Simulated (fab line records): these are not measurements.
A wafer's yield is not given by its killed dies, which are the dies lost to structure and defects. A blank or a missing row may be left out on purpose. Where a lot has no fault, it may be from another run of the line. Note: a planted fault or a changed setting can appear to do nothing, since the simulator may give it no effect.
Which tool is to blame? | flow nand_harc | Sampling: 14 lots, 42 wafers, 4 of 1302 route steps

== WHAT THE GAUGES READ, wafer by wafer ==
No reading from a measuring or inspecting step in the record can be judged against a usual standard deviation.

== TOOL THAT RAN EACH LOT (tool first, then ch and the chambers of the sampled wafers, then the start) ==
lot  | NHARC_A_STAIRCASE_TRIM_224                    | NHARC_A_STAIRCASE_TRIM_235                    | NHARC_A_STAIRCASE_PEB_248         | NHARC_A_STAIRCASE_STRIP_254
L472 | rie_diel-05 ch 0,1, day 16 01:16 or earlier   | rie_diel-10 ch 0,1,3, day 16 01:16 or earlier | litho_track-07 ch 0, day 16 01:16 | plasma_asher-01 ch 0,1, day 16 02:28
L476 | rie_diel-04 ch 0,2,3, day 17 06:41 or earlier | rie_diel-04 ch 0,1,3, day 17 06:41 or earlier | litho_track-07 ch 0, day 17 06:41 | plasma_asher-02 ch 0,1, day 17 07:11
L478 | rie_diel-04 ch 1,3, day 18 09:22 or earlier   | rie_diel-04 ch 1,3, day 18 09:22 or earlier   | litho_track-07 ch 0, day 18 09:22 | plasma_asher-02 ch 1, day 18 09:54
L477 | rie_diel-04 ch 1,2,3, day 18 10:20 or earlier | rie_diel-10 ch 0,1,3, day 18 10:20 or earlier | litho_track-02 ch 0, day 18 10:20 | plasma_asher-01 ch 0,1, day 18 11:52
L480 | rie_diel-04 ch 0,1,2, day 19 08:00 or earlier | rie_diel-05 ch 0,1,2, day 19 08:00 or earlier | litho_track-05 ch 0, day 19 08:00 | plasma_asher-02 ch 0,1, day 19 08:29
L481 | rie_diel-10 ch 1,2,3, day 20 06:37 or earlier | rie_diel-10 ch 0,1,2, day 20 06:37 or earlier | litho_track-05 ch 0, day 20 06:37 | plasma_asher-02 ch 0,1, day 20 07:08
L486 | rie_diel-10 ch 1,3, day 22 02:47 or earlier   | rie_diel-10 ch 1,2, day 22 02:47 or earlier   | litho_track-02, day 22 02:47      | plasma_asher-02 ch 0,1, day 22 03:17
L489 | rie_diel-05 ch 0,1,3, day 22 21:19 or earlier | rie_diel-05 ch 0,1,3, day 22 21:19 or earlier | litho_track-02 ch 0, day 22 21:19 | plasma_asher-02 ch 0,1, day 22 21:48
L488 | rie_diel-04 ch 1,3, day 22 22:07 or earlier   | rie_diel-04 ch 0,1,3, day 22 22:07 or earlier | litho_track-05, day 22 22:07      | plasma_asher-02 ch 0,1, day 22 22:37
L491 | rie_diel-04 ch 0,1,3, day 24 02:20 or earlier | rie_diel-04 ch 2,3, day 24 02:20 or earlier   | litho_track-05 ch 0, day 24 02:20 | plasma_asher-01 ch 0,1, day 24 02:52
L490 | rie_diel-05 ch 0,2,3, day 24 02:39 or earlier | rie_diel-10 ch 1,2,3, day 24 02:39 or earlier | litho_track-05 ch 0, day 24 02:39 | plasma_asher-02 ch 0,1, day 24 03:11
L493 | rie_diel-10 ch 1,3, day 24 16:01 or earlier   | rie_diel-10 ch 0,1, day 24 16:01 or earlier   | litho_track-07 ch 0, day 24 16:01 | plasma_asher-02 ch 0,1, day 24 16:55
L492 | rie_diel-10 ch 0,1,2, day 24 17:10 or earlier | rie_diel-05 ch 0,1, day 24 17:10 or earlier   | litho_track-05 ch 0, day 24 17:10 | plasma_asher-01 ch 0,1, day 24 17:44
L495 | rie_diel-04 ch 0,2,3, day 25 18:59 or earlier | rie_diel-04 ch 1,2,3, day 25 18:59 or earlier | litho_track-02 ch 0, day 25 18:59 | plasma_asher-01 ch 0,1, day 25 19:28
- NHARC_A_STAIRCASE_TRIM_224: chemistry O2, time 211.2 s.
- NHARC_A_STAIRCASE_TRIM_235: chemistry O2, time 211.2 s.
- NHARC_A_STAIRCASE_PEB_248: peb time 130 s.
- NHARC_A_STAIRCASE_STRIP_254: strips in O2.

== WHAT THE TOOLS THEMSELVES READ (means of the sampled wafers that have a number; where no wafer has one, the mark that the record gives instead) ==
NHARC_A_STAIRCASE_TRIM_224. Usual: drypump_motor_current_A 5.8 A, standard deviation 0.48; oes_product_au 1.001 a.u., standard deviation 0.015; rf_vpp_V 57.8 V, standard deviation 0.86; showerhead_plenum_p_Torr 3.48 Torr, standard deviation 0.15; throttle_valve_pct 17.035 %, standard deviation 0.0091.
lot  | tool        | drypump_motor_current_A (A) | oes_product_au (a.u.) | rf_vpp_V (V) | showerhead_plenum_p_Torr (Torr) | throttle_valve_pct (%) | flag
L472 | rie_diel-05 | 5.4                         | 0.992                 | 57.8         | 3.49                            | 17.029                 |
L476 | rie_diel-04 | 5.9                         | 1.009                 | 57.4         | 3.42                            | 17.035                 |
L478 | rie_diel-04 | 6.6                         | 1.005                 | 57.9         | 3.61                            | 17.028                 |
L477 | rie_diel-04 | 6.3                         | 1.017                 | 58.0         | 3.52                            | 17.038                 |
L480 | rie_diel-04 | 5.9                         | 1.000                 | 58.0         | 3.41                            | 17.034                 |
L481 | rie_diel-10 | 5.6                         | 0.994                 | 57.4         | 3.48                            | 17.028                 |
L486 | rie_diel-10 | 5.8                         | 0.989                 | 58.7         | 3.54                            | 17.034                 |
L489 | rie_diel-05 | 5.6                         | 0.993                 | 58.2         | 3.58                            | 17.033                 |
L488 | rie_diel-04 | 6.6                         | 1.010                 | 58.0         | 3.60                            | 17.030                 |
L491 | rie_diel-04 | 6.2                         | 1.004                 | 57.8         | 3.49                            | 17.033                 |
L490 | rie_diel-05 | 5.7                         | 0.995                 | 58.9         | 3.58                            | 17.042                 |
L493 | rie_diel-10 | 5.8                         | 0.991                 | 57.9         | 3.53                            | 17.038                 |
L492 | rie_diel-10 | 5.7                         | 0.989                 | 56.3         | 3.39                            | 17.024                 |
L495 | rie_diel-04 | 5.9                         | 0.998                 | 57.6         | 3.39                            | 17.030                 |

NHARC_A_STAIRCASE_TRIM_235. Usual: drypump_motor_current_A 5.8 A, standard deviation 0.48; oes_product_au 1.000 a.u., standard deviation 0.014; rf_vpp_V 57.6 V, standard deviation 0.94; showerhead_plenum_p_Torr 3.47 Torr, standard deviation 0.15; throttle_valve_pct 17.036 %, standard deviation 0.01.
lot  | tool        | drypump_motor_current_A (A) | oes_product_au (a.u.) | rf_vpp_V (V) | showerhead_plenum_p_Torr (Torr) | throttle_valve_pct (%) | flag
L472 | rie_diel-10 | 5.8                         | 0.997                 | 58.2         | 3.50                            | 17.036                 |
L476 | rie_diel-04 | 6.2                         | 0.996                 | 58.1         | 3.52                            | 17.034                 |
L478 | rie_diel-04 | 6.6                         | 1.016                 | 58.1         | 3.61                            | 17.021                 |
L477 | rie_diel-10 | 5.8                         | 0.992                 | 57.5         | 3.49                            | 17.039                 |
L480 | rie_diel-05 | 5.5                         | 1.013                 | 57.6         | 3.49                            | 17.035                 |
L481 | rie_diel-10 | 5.6                         | 1.006                 | 57.3         | 3.41                            | 17.031                 |
L486 | rie_diel-10 | 5.3                         | 0.999                 | 56.8         | 3.51                            | 17.032                 |
L489 | rie_diel-05 | 5.5                         | 0.991                 | 57.8         | 3.58                            | 17.048                 |
L488 | rie_diel-04 | 6.2                         | 0.989                 | 56.7         | 3.50                            | 17.038                 |
L491 | rie_diel-04 | 6.1                         | 0.992                 | 57.6         | 3.40                            | 17.037                 |
L490 | rie_diel-10 | 5.6                         | 0.997                 | 57.4         | 3.46                            | 17.047                 |
L493 | rie_diel-10 | 5.5                         | 0.989                 | 57.5         | 3.50                            | 17.033                 |
L492 | rie_diel-05 | 5.6                         | 1.007                 | 57.1         | 3.51                            | 17.036                 |
L495 | rie_diel-04 | 6.3                         | 1.011                 | 57.6         | 3.49                            | 17.033                 |

NHARC_A_STAIRCASE_PEB_248. Usual: chill_plate_temp_C 23.00 C, standard deviation 0.11; exhaust_pa 45.1 Pa, standard deviation 0.92; resist_line_temp_C 22.99 C, standard deviation 0.11.
lot  | tool           | chill_plate_temp_C (C) | exhaust_pa (Pa) | resist_line_temp_C (C) | flag
L472 | litho_track-07 | 22.89                  | 45.2            | 22.99                  |
L476 | litho_track-07 | 23.11                  | 45.3            | 22.94                  |
L478 | litho_track-07 | 22.90                  | 45.0            | 23.02                  |
L477 | litho_track-02 | 23.09                  | 44.4            | 23.01                  |
L480 | litho_track-05 | 23.03                  | 45.7            | 22.98                  |
L481 | litho_track-05 | 22.87                  | 46.1            | 23.01                  |
L486 | litho_track-02 | -                      | -               | -                      | OFF
L489 | litho_track-02 | 22.93                  | 45.3            | 22.91                  |
L488 | litho_track-05 | -                      | -               | -                      | OFF
L491 | litho_track-05 | 22.83                  | 45.7            | 22.75                  |
L490 | litho_track-05 | 23.09                  | 44.9            | 23.00                  |
L493 | litho_track-07 | 23.07                  | 44.4            | 22.95                  |
L492 | litho_track-05 | 23.07                  | 45.7            | 22.92                  |
L495 | litho_track-02 | 23.12                  | 45.4            | 22.96                  |

NHARC_A_STAIRCASE_STRIP_254. Usual: drypump_motor_current_A 5.82 A, standard deviation 0.25; heater_power_w 365 W, standard deviation 40.
lot  | tool            | drypump_motor_current_A (A) | heater_power_w (W) | flag
L472 | plasma_asher-01 | 5.61                        | 334                |
L476 | plasma_asher-02 | 6.10                        | 393                |
L478 | plasma_asher-02 | 6.10                        | 406                |
L477 | plasma_asher-01 | 5.57                        | 318                |
L480 | plasma_asher-02 | 6.10                        | 402                |
L481 | plasma_asher-02 | 6.08                        | 401                |
L486 | plasma_asher-02 | 6.07                        | 408                |
L489 | plasma_asher-02 | 6.08                        | 406                |
L488 | plasma_asher-02 | 6.10                        | 397                |
L491 | plasma_asher-01 | 5.61                        | 342                |
L490 | plasma_asher-02 | 6.09                        | 412                |
L493 | plasma_asher-02 | 6.09                        | 392                |
L492 | plasma_asher-01 | 5.57                        | 331                |
L495 | plasma_asher-01 | 5.54                        | 332                |

== THE ANSWER, worked out from the rows above alone ==
Rule: a lot is off if the mean of its wafers that have a number lies more than 3 standard deviations from the usual mean. Also off: a lot with no number at a reading for which 4 or more lots have one. Any other lot the step has rows for is counted as sound. The gauges are gone through in route order, then the tools' own readings, and for those a lot's mean is taken as printed above. The first step at which some lot is off is used, and at that step the reading that is off furthest; a lot without a number counts as furthest.
Off at NHARC_A_STAIRCASE_PEB_248 (chill_plate_temp_C): L486, L488. Without a number there: L486, L488.
A tool fits if, at that step or a process step before it, it ran every lot that is off, and no sound lot after the first of them. NHARC_A_STAIRCASE_TRIM_224: start missing for some lots; hours and lot order therefore follow NHARC_A_STAIRCASE_PEB_248. NHARC_A_STAIRCASE_TRIM_235: start missing for some lots; hours and lot order therefore follow NHARC_A_STAIRCASE_PEB_248. None of those tried fits.

== WHAT THE SIMULATOR PUT IN ==
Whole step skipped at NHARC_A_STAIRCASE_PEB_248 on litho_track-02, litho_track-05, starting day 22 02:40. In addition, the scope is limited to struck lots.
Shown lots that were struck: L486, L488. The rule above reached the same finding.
